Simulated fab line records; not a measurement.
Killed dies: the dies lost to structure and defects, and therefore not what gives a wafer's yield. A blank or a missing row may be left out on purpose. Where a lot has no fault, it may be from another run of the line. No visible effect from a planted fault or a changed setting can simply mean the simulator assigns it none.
Which tool was responsible? -- flow n5Finfet -- 72 wafers from 24 lots sampled at 6 of the route's 1938 steps

## WHAT THE GAUGES SHOWED, per wafer
N5_GATE_CUT_THK_MEAS_24. Usual: GC_FILL_THK typically reads 220.8 nm, with standard deviation 2.1.
lot,measured,on,GC_FILL_THK (nm),flag
L074,day 4 12:16,filmMetro-02,218.2 218.5 219.9,
L075,day 4 18:08,filmMetro-01,214.7 223.1 219.8,
L076,day 5 01:12,filmMetro-01,217.0 221.0 222.7,
L077,day 5 06:40,filmMetro-01,217.7 219.7 220.8,
L078,day 5 14:49,filmMetro-01,219.5 220.9 222.2,
L079,day 5 22:13,filmMetro-02,222.3 220.5 220.5,
L080,day 6 03:05,filmMetro-02,222.5 224.9 222.2,
L081,day 6 08:04,filmMetro-01,216.8 220.2 222.1,
L082,day 6 11:39,filmMetro-01,220.6 221.8 223.9,
L083,day 6 18:34,filmMetro-01,220.5 224.9 225.3,
L084,day 7 03:42,filmMetro-01,216.6 223.1 218.5,
L085,day 7 11:17,filmMetro-02,222.4 220.7 222.4,
L086,day 7 15:36,filmMetro-02,221.4 219.1 222.7,
L087,day 7 17:54,filmMetro-01,221.3 217.2 220.6,
L088,day 8 00:30,filmMetro-01,218.8 222.7 223.0,
L089,day 8 07:54,filmMetro-02,220.8 217.6 224.2,
L090,day 8 16:49,filmMetro-02,219.6 219.6 222.5,
L091,day 8 20:49,filmMetro-02,218.1 220.2 220.7,
L092,day 9 03:23,filmMetro-02,222.1 217.7 223.0,
L093,day 9 07:51,filmMetro-02,221.5 220.1 218.3,
L094,day 9 19:29,filmMetro-02,219.6 221.1 219.1,
L095,day 9 22:17,filmMetro-01,219.1 221.5 220.2,
L096,day 10 01:31,filmMetro-01,221.2 217.5 220.7,
L097,day 10 09:53,filmMetro-01,221.9 220.8 221.5,

## TOOL THAT RAN EACH LOT (tool first, then ch and the chambers of the sampled wafers, then the start)
lot,N5_HKMG_FIN_ETCH_86,N5_HKMG_FIN_STRIP_88,N5_GATE_CUT_HM_DEP_46,N5_GATE_CUT_ETCH_47,N5_GATE_CUT_VAPOR_ETCH_49
L074,"rieDiel-01 ch 0,2, day 4 02:35","plasmaAsher-01 ch 0,1, day 4 02:50","pecvd-04 ch 1,2, day 4 09:03","rieMetal-02 ch 0,1, day 4 10:11","rieMetal-02 ch 0,1, day 4 10:14"
L075,"rieDiel-03 ch 1,2, day 4 08:31","plasmaAsher-01 ch 0,1, day 4 08:46","pecvd-03 ch 1,2, day 4 14:49","rieMetal-01 ch 0,1, day 4 16:02","rieMetal-01 ch 0,1, day 4 16:05"
L076,"rieDiel-01 ch 0,3, day 4 15:34","plasmaAsher-02 ch 1, day 4 15:49","pecvd-03 ch 0,1,2, day 4 21:53","rieMetal-02 ch 0, day 4 22:53","rieMetal-02 ch 0, day 4 22:57"
L077,"rieDiel-03 ch 0,1, day 4 20:40","plasmaAsher-01 ch 0,1, day 4 20:55","pecvd-04 ch 1,2, day 5 03:21","rieMetal-01 ch 0, day 5 04:21","rieMetal-01 ch 0, day 5 04:25"
L078,"rieDiel-01 ch 0,1, day 5 05:22","plasmaAsher-01 ch 0,1, day 5 05:37","pecvd-01 ch 1,2, day 5 11:43","rieMetal-02 ch 0,1, day 5 12:43","rieMetal-02 ch 0,1, day 5 12:47"
L079,"rieDiel-03 ch 0,1,2, day 5 12:40","plasmaAsher-01 ch 0,1, day 5 13:00","pecvd-04 ch 0,1,2, day 5 19:04","rieMetal-01 ch 0,1, day 5 20:04","rieMetal-01 ch 0,1, day 5 20:07"
L080,"rieDiel-03 ch 1,2,3, day 5 17:23","plasmaAsher-01 ch 0,1, day 5 17:38","pecvd-03 ch 0,1, day 6 00:00","rieMetal-02 ch 0,1, day 6 01:01","rieMetal-02 ch 0,1, day 6 01:04"
L081,"rieDiel-04 ch 0,1,2, day 5 22:33","plasmaAsher-01 ch 0,1, day 5 22:55","pecvd-03 ch 1,2, day 6 04:52","rieMetal-02 ch 0,1, day 6 06:00","rieMetal-02 ch 0,1, day 6 06:04"
L082,"rieDiel-01 ch 2,3, day 6 01:54","plasmaAsher-02 ch 0,1, day 6 02:16","pecvd-01 ch 0,2, day 6 08:18","rieMetal-01 ch 1, day 6 09:28","rieMetal-01 ch 1, day 6 09:35"
L083,"rieDiel-04 ch 0,2,3, day 6 07:41","plasmaAsher-01 ch 0, day 6 07:56","pecvd-04 ch 1,2, day 6 14:47","rieMetal-03 ch 1, day 6 16:10","rieMetal-03 ch 1, day 6 16:17"
L084,"rieDiel-01 ch 0,1, day 6 17:57","plasmaAsher-01 ch 0,1, day 6 18:12","pecvd-03 ch 0,2, day 7 00:23","rieMetal-01 ch 0, day 7 01:38","rieMetal-01 ch 0, day 7 01:41"
L085,"rieDiel-04 ch 1,2,3, day 7 00:48","plasmaAsher-02 ch 0,1, day 7 01:03","pecvd-04 ch 0,1,2, day 7 07:11","rieMetal-01 ch 0,1, day 7 08:18","rieMetal-01 ch 0,1, day 7 08:22"
L086,"rieDiel-01 ch 0,1,3, day 7 04:41","plasmaAsher-02 ch 0,1, day 7 04:56","pecvd-04 ch 0,1,2, day 7 11:10","rieMetal-02 ch 0,1, day 7 12:11","rieMetal-02 ch 0,1, day 7 12:14"
L087,"rieDiel-01 ch 0,1,2, day 7 08:02","plasmaAsher-02 ch 0,1, day 7 08:17","pecvd-01 ch 1,2, day 7 14:25","rieMetal-01 ch 0,1, day 7 15:47","rieMetal-01 ch 0,1, day 7 15:51"
L088,"rieDiel-01 ch 0,1, day 7 14:37","plasmaAsher-01 ch 0,1, day 7 14:51","pecvd-04 ch 1,2, day 7 21:07","rieMetal-01 ch 0,1, day 7 22:14","rieMetal-01 ch 0,1, day 7 22:18"
L089,"rieDiel-01 ch 1,2,3, day 7 21:00","plasmaAsher-01 ch 0,1, day 7 21:15","pecvd-01 ch 0,1,2, day 8 03:26","rieMetal-03 ch 0,1, day 8 05:49","rieMetal-03 ch 0,1, day 8 05:53"
L090,"rieDiel-04 ch 2,3, day 8 05:40","plasmaAsher-02 ch 0,1, day 8 06:02","pecvd-04 ch 0,1, day 8 12:10","rieMetal-02 ch 1, day 8 14:32","rieMetal-02 ch 1, day 8 14:40"
L091,"rieDiel-03 ch 2,3, day 8 10:05","plasmaAsher-01 ch 0,1, day 8 10:27","pecvd-01 ch 1,2, day 8 17:05","rieMetal-01 ch 0,1, day 8 18:40","rieMetal-01 ch 0,1, day 8 18:44"
L092,"rieDiel-03 ch 2,3, day 8 17:25","plasmaAsher-01 ch 0, day 8 17:40","pecvd-03 ch 0,1,2, day 9 00:06","rieMetal-01 ch 0, day 9 01:19","rieMetal-01 ch 0, day 9 01:22"
L093,"rieDiel-04 ch 0,2,3, day 8 21:46","plasmaAsher-01 ch 0,1, day 8 22:01","pecvd-04 ch 1,2, day 9 04:23","rieMetal-01 ch 0,1, day 9 05:23","rieMetal-01 ch 0,1, day 9 05:27"
L094,"rieDiel-04 ch 0,2,3, day 9 09:53","plasmaAsher-02 ch 0,1, day 9 10:08","pecvd-04 ch 0,1, day 9 16:15","rieMetal-03 ch 0,1, day 9 17:16","rieMetal-03 ch 0,1, day 9 17:20"
L095,"rieDiel-04 ch 0,1,2, day 9 12:34","plasmaAsher-02 ch 0,1, day 9 12:49","pecvd-04 ch 0,1, day 9 19:04","rieMetal-02 ch 0,1, day 9 20:13","rieMetal-02 ch 0,1, day 9 20:16"
L096,"rieDiel-04 ch 0,1,2, day 9 16:07","plasmaAsher-02 ch 0,1, day 9 16:22","pecvd-03 ch 0,1,2, day 9 22:26","rieMetal-02 ch 0,1, day 9 23:26","rieMetal-02 ch 0,1, day 9 23:30"
L097,"rieDiel-03 ch 0,2,3, day 9 23:46","plasmaAsher-01 ch 0,1, day 10 00:09","pecvd-04 ch 0,1, day 10 06:22","rieMetal-02 ch 0,1, day 10 07:22","rieMetal-02 ch 0,1, day 10 07:26"
- N5_HKMG_FIN_ETCH_86: etches SOC in N2/H2, stops on TiN, target depth 393.2 nm.
- N5_HKMG_FIN_STRIP_88: strips in N2/H2, time 360 s.
- N5_GATE_CUT_HM_DEP_46: deposits SiO2 from TEOS/O2, target thk 130 nm, time 26.6 s.
- N5_GATE_CUT_ETCH_47: etches SiO2 in Cl2/BCl3, target depth 10 nm.
- N5_GATE_CUT_VAPOR_ETCH_49: etches TiAlC in BCl3/Cl2.

## AS READ BY THE TOOLS THEMSELVES (means over the sampled wafers that have a number; for cases with no such wafer, the mark the record gives instead)
N5_HKMG_FIN_ETCH_86. Usual: chamberPressureMTorr 29.998 mTorr (standard deviation 0.026); drypumpMotorCurrentA 5.67 A (standard deviation 0.22); n2FlowSccm 200.0 sccm (standard deviation 0.58); oesProductAu 0.78 a.u. (standard deviation 0.075); rfVppV 240.9 V (standard deviation 1.4); showerheadPlenumPTorr 2.55 Torr (standard deviation 0.086); throttleValvePct 17.89 % (standard deviation 0.22).
lot,tool,chamberPressureMTorr (mTorr),drypumpMotorCurrentA (A),n2FlowSccm (sccm),oesProductAu (a.u.),rfVppV (V),showerheadPlenumPTorr (Torr),throttleValvePct (%),flag
L074,rieDiel-01,29.962,5.72,199.9,0.83,240.4,2.51,17.88,
L075,rieDiel-03,29.991,5.90,199.6,0.79,241.1,2.59,17.79,
L076,rieDiel-01,29.985,5.77,199.4,0.81,240.1,2.49,17.73,
L077,rieDiel-03,29.984,5.69,200.4,0.79,240.4,2.48,17.80,
L078,rieDiel-01,29.998,5.61,200.0,0.87,241.0,2.62,17.78,
L079,rieDiel-03,29.968,5.75,200.0,0.76,241.3,2.54,17.79,
L080,rieDiel-03,30.000,5.81,200.1,0.80,240.1,2.51,17.73,
L081,rieDiel-04,29.989,5.74,200.7,0.69,240.2,2.55,18.09,
L082,rieDiel-01,29.984,5.77,200.4,0.72,240.2,2.53,17.98,
L083,rieDiel-04,30.023,5.51,199.7,0.71,241.6,2.60,18.09,
L084,rieDiel-01,29.974,5.68,199.9,0.85,240.4,2.54,17.76,
L085,rieDiel-04,29.989,5.51,200.1,0.71,241.1,2.60,18.13,
L086,rieDiel-01,29.992,5.74,199.7,0.80,240.3,2.56,17.80,
L087,rieDiel-01,29.987,5.64,200.1,0.81,240.3,2.57,17.96,
L088,rieDiel-01,29.996,5.63,200.2,0.84,242.2,2.61,17.81,
L089,rieDiel-01,29.994,5.69,200.3,0.76,241.5,2.58,18.01,
L090,rieDiel-04,30.021,5.30,199.3,0.72,241.4,2.64,18.16,
L091,rieDiel-03,29.984,5.87,199.4,0.76,240.8,2.57,17.73,
L092,rieDiel-03,29.996,5.77,199.6,0.77,240.0,2.49,17.64,
L093,rieDiel-04,30.003,5.52,200.1,0.77,241.7,2.59,17.99,
L094,rieDiel-04,30.007,5.51,200.2,0.77,241.7,2.58,18.01,
L095,rieDiel-04,29.976,5.72,200.3,0.84,240.6,2.54,17.81,
L096,rieDiel-04,30.008,5.72,199.6,0.84,241.1,2.54,17.81,
L097,rieDiel-03,29.988,5.73,199.9,0.74,239.4,2.51,17.73,

N5_HKMG_FIN_STRIP_88. Usual: drypumpMotorCurrentA 6.2 A, standard deviation 0.36; heaterPowerW 428 W, standard deviation 22; n2FlowSccm 1750 sccm, standard deviation 5.2.
lot,tool,drypumpMotorCurrentA (A),heaterPowerW (W),n2FlowSccm (sccm),flag
L074,plasmaAsher-01,6.3,435,1749,
L075,plasmaAsher-01,6.3,437,1746,
L076,plasmaAsher-02,6.3,409,1753,
L077,plasmaAsher-01,6.3,435,1749,
L078,plasmaAsher-01,6.3,435,1748,
L079,plasmaAsher-01,6.3,440,1749,
L080,plasmaAsher-01,6.1,445,1748,
L081,plasmaAsher-01,6.3,433,1749,
L082,plasmaAsher-02,6.0,407,1755,
L083,plasmaAsher-01,6.6,426,1752,
L084,plasmaAsher-01,6.0,451,1752,
L085,plasmaAsher-02,6.1,407,1750,
L086,plasmaAsher-02,6.2,399,1744,
L087,plasmaAsher-02,6.1,404,1751,
L088,plasmaAsher-01,6.0,452,1753,
L089,plasmaAsher-01,6.3,433,1744,
L090,plasmaAsher-02,6.1,403,1752,
L091,plasmaAsher-01,6.1,444,1747,
L092,plasmaAsher-01,6.6,425,1756,
L093,plasmaAsher-01,6.3,438,1754,
L094,plasmaAsher-02,6.2,415,1757,
L095,plasmaAsher-02,6.2,411,1745,
L096,plasmaAsher-02,6.2,407,1754,
L097,plasmaAsher-01,6.1,448,1752,

N5_GATE_CUT_HM_DEP_46. Usual: heaterPowerW 584 W, standard deviation 60; showerheadPlenumPTorr 8.347 Torr, standard deviation 0.03; susceptorTempC 399.99 C, standard deviation 0.22; throttleValvePct 19.3 %, standard deviation 1.4.
lot,tool,heaterPowerW (W),showerheadPlenumPTorr (Torr),susceptorTempC (C),throttleValvePct (%),flag
L074,pecvd-04,577,8.363,400.03,20.4,
L075,pecvd-03,607,8.313,399.85,18.1,
L076,pecvd-03,586,8.344,400.12,18.8,
L077,pecvd-04,621,8.345,400.01,19.4,
L078,pecvd-01,598,8.358,399.98,17.7,
L079,pecvd-04,581,8.364,400.15,19.7,
L080,pecvd-03,502,8.324,399.78,19.3,
L081,pecvd-03,583,8.303,400.13,18.0,
L082,pecvd-01,567,8.320,400.21,19.3,
L083,pecvd-04,694,8.339,399.98,19.4,
L084,pecvd-03,603,8.336,399.97,18.1,
L085,pecvd-04,624,8.348,400.03,19.9,
L086,pecvd-04,623,8.357,400.11,20.0,
L087,pecvd-01,593,8.364,399.88,17.5,
L088,pecvd-04,676,8.336,400.22,19.3,
L089,pecvd-01,549,8.350,400.06,18.3,
L090,pecvd-04,571,8.365,399.86,20.9,
L091,pecvd-01,556,8.380,399.92,17.4,
L092,pecvd-03,536,8.337,399.84,18.9,
L093,pecvd-04,652,8.341,399.96,19.4,
L094,pecvd-04,632,8.368,400.03,20.5,
L095,pecvd-04,589,8.361,399.90,21.0,
L096,pecvd-03,608,8.342,399.80,18.8,
L097,pecvd-04,567,8.363,400.24,20.6,

N5_GATE_CUT_ETCH_47. Usual: chamberPressureMTorr 9.999 mTorr, standard deviation 0.0097; drypumpMotorCurrentA 6.2 A, standard deviation 0.44; oesProductAu 0.77 a.u., standard deviation 0.16; throttleValvePct 22.8 %, standard deviation 0.35.
lot,tool,chamberPressureMTorr (mTorr),drypumpMotorCurrentA (A),oesProductAu (a.u.),throttleValvePct (%),flag
L074,rieMetal-02,9.999,6.0,0.84,22.7,
L075,rieMetal-01,9.993,6.5,0.62,23.1,
L076,rieMetal-02,10.004,6.6,0.59,23.0,
L077,rieMetal-01,10.001,6.0,0.60,22.8,
L078,rieMetal-02,10.000,6.3,0.71,22.9,
L079,rieMetal-01,9.999,6.5,0.61,23.1,
L080,rieMetal-02,10.000,6.3,0.70,22.9,
L081,rieMetal-02,10.004,6.3,0.71,22.9,
L082,rieMetal-01,10.001,6.7,0.63,23.3,
L083,rieMetal-03,9.998,5.6,0.72,22.2,
L084,rieMetal-01,9.995,6.1,0.96,22.6,
L085,rieMetal-01,10.001,6.2,0.84,22.9,
L086,rieMetal-02,10.005,6.3,0.70,22.9,
L087,rieMetal-01,10.005,6.5,0.74,23.1,
L088,rieMetal-01,10.001,6.2,0.83,22.9,
L089,rieMetal-03,10.007,5.8,0.79,22.4,
L090,rieMetal-02,9.994,5.7,0.91,22.6,
L091,rieMetal-01,9.991,6.2,0.82,22.9,
L092,rieMetal-01,10.002,6.0,0.92,22.7,
L093,rieMetal-01,10.009,6.2,0.82,22.9,
L094,rieMetal-03,9.985,6.0,0.84,22.6,
L095,rieMetal-02,9.998,6.3,0.92,22.5,
L096,rieMetal-02,10.004,6.0,0.91,22.6,
L097,rieMetal-02,9.984,6.3,0.91,22.5,

N5_GATE_CUT_VAPOR_ETCH_49. Usual: drypumpMotorCurrentA 6.2 A, standard deviation 0.44; oesProductAu 0.77 a.u., standard deviation 0.15.
lot,tool,drypumpMotorCurrentA (A),oesProductAu (a.u.),flag
L074,rieMetal-02,6.0,0.84,
L075,rieMetal-01,6.5,0.62,
L076,rieMetal-02,6.6,0.60,
L077,rieMetal-01,6.0,0.59,
L078,rieMetal-02,6.3,0.72,
L079,rieMetal-01,6.5,0.62,
L080,rieMetal-02,6.3,0.71,
L081,rieMetal-02,6.3,0.71,
L082,rieMetal-01,6.7,0.62,
L083,rieMetal-03,5.6,0.72,
L084,rieMetal-01,6.0,0.96,
L085,rieMetal-01,6.2,0.85,
L086,rieMetal-02,6.3,0.70,
L087,rieMetal-01,6.5,0.73,
L088,rieMetal-01,6.2,0.83,
L089,rieMetal-03,5.8,0.80,
L090,rieMetal-02,5.7,0.91,
L091,rieMetal-01,6.2,0.82,
L092,rieMetal-01,6.0,0.92,
L093,rieMetal-01,6.2,0.83,
L094,rieMetal-03,6.0,0.85,
L095,rieMetal-02,6.3,0.92,
L096,rieMetal-02,6.0,0.90,
L097,rieMetal-02,6.3,0.91,

## THE ANSWER, worked out from the rows above alone
Rule: a lot is off if the mean of its wafers that have a number lies more than 3 standard deviations from the usual mean. Also off: a lot with no number at a reading for which 4 or more lots have one. The other lots that the step has rows for count as sound. Order of review: gauges by route order, followed by the tools' own readings, for which a lot's mean as printed above is used. The first step at which some lot is off is used, and at that step the reading that is off furthest; a lot without a number counts as furthest.
Nothing can be told from this: no lot is off at any reading shown.

## WHAT THE SIMULATOR HAD PUT IN
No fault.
